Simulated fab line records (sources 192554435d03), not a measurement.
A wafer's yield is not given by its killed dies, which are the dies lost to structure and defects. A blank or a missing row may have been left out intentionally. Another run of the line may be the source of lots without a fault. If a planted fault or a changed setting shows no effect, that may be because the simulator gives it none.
Struck lot and sound lot, side by side | flow n5 finfet | 15 out of 1938 route steps
Sound: wafers L470.3, L470.4, L470.5. Struck: wafer L475.3 (left out: L475.2, L475.5 of the same lot, which were not struck); the cause appears at the end.
At each step with rows: each side's tool, then ch and its chambers, then its first start. Under that, the readings that differ: sound wafers | struck wafers | difference of the means | sigmas: that difference in standard deviations of wafers without a fault.
alike: words and numbers the same on both sides, and readings whose means are apart by under 2 such deviations; not compared: readings that were withheld, readings missing a value for some wafer, numbers with overlapping values and no deviation given by the record, and bounds like >300 which may hide the same value.
Wherever a step has rows on one side only, a row that says differs or no value, or a row with sigmas, the two part there. Non-overlapping numbers with no deviation appear without sigmas and do not part them. A reading missing from all wafers of one side parts the sides only when that side holds two or more wafers.

N5_HKMG_FIN_STRIP_60: strips in N2/H2, time 360 s.
  sound on plasma asher-02 ch 0,1, day 7 06:53; struck on plasma asher-01 ch 0, day 8 03:07
  reading                     | sound          | struck | difference | sigmas
  drypump motor current A (A) | 5.67 5.39 5.68 | 4.94   | -0.64      | -2
  alike: heater power w
  not compared: rf hours counter h
then, 2 steps without rows for these wafers: N5_HKMG_FIN_WET_ETCH_77 (etches La2O3 in dHCl, stops on HfO2, target depth 2 nm); N5_HKMG_FIN_WET_ETCH_78 (etches Al2O3 in dNH4OH, stops on La2O3, target depth 4.5 nm, rinse time 30 s).
N5_HKMG_FIN_ALD_79: deposits TiN, target thk 1.5 nm, pulse time 1 s, purge time 3 s.
  sound on ald metal-01 ch 1,2,3, day 7 07:15; struck on ald metal-04 ch 0, day 8 03:37
  alike: heater power w, precursor pulse height rel
  not compared: ald cycles
N5_HKMG_FIN_CVD_62: deposits a-Si from Si2H6, target thk 3 nm, time 20.8 s.
  sound on thermal cvd si-02 ch 0,2, day 7 07:37; struck on thermal cvd si-01 ch 2, day 8 03:59
  alike: heater power w
then, 5 steps without rows for these wafers: N5_HKMG_FIN_RTA_80 (time 2 s); N5_HKMG_FIN_PRECLEAN_64 (cleans in dHF, time 30 s); N5_HKMG_FIN_WET_ETCH_65 (etches a-Si in TMAH, stops on TiN, time 49 s, target depth 3 nm); N5_HKMG_FIN_WET_ETCH_81 (etches TiN in SC1, stops on HfO2, time 57 s, target depth 6 nm); N5_HKMG_FIN_WET_ETCH_82 (etches La2O3 in dHCl, stops on HfO2, target depth 2 nm, rinse time 30 s).
N5_HKMG_FIN_ALD_36: deposits TiN, target thk 1 nm, pulse time 1 s, purge time 3 s.
  sound on ald metal-04 ch 2,3, day 7 08:01; struck on ald metal-01 ch 1, day 8 04:38
  alike: heater power w, precursor pulse height rel
  not compared: ald cycles
N5_HKMG_FIN_THK_MEAS_70: measures by xrf.
  sound on film metro-02 at day 7 08:17; struck on film metro-02 at day 8 04:55
  alike: HK_THK
N5_HKMG_FIN_PWFM_ALD_03: deposits TiN, target thk 2 nm, pulse time 1 s, purge time 3 s.
  sound on ald metal-01 ch 0,1,3, day 7 08:20; struck on ald metal-03 ch 2, day 8 04:57
  reading                                       | sound    | struck | difference | sigmas
  ald cycles                                    | 91 91 91 | 113    | +22        |
  model.TiN_of_HKMG_FIN_PWFM_ALD_03.thk nm (nm) | 2 2 2    | 2.4    | +0.4       |
  alike: heater power w, precursor pulse height rel
then, 2 steps without rows for these wafers: N5_HKMG_FIN_COAT_29 (time 60 s, resist thk 300 nm); N5_PASSIVATION_PROBE_49.

## WHERE THEY PART
Only at N5_HKMG_FIN_STRIP_60, within this record. Later steps at which nothing parts them and some readings are alike: N5_HKMG_FIN_ALD_79, N5_HKMG_FIN_CVD_62, N5_HKMG_FIN_ALD_36, N5_HKMG_FIN_THK_MEAS_70, N5_HKMG_FIN_PWFM_ALD_03.

WHY: what the simulator had put in
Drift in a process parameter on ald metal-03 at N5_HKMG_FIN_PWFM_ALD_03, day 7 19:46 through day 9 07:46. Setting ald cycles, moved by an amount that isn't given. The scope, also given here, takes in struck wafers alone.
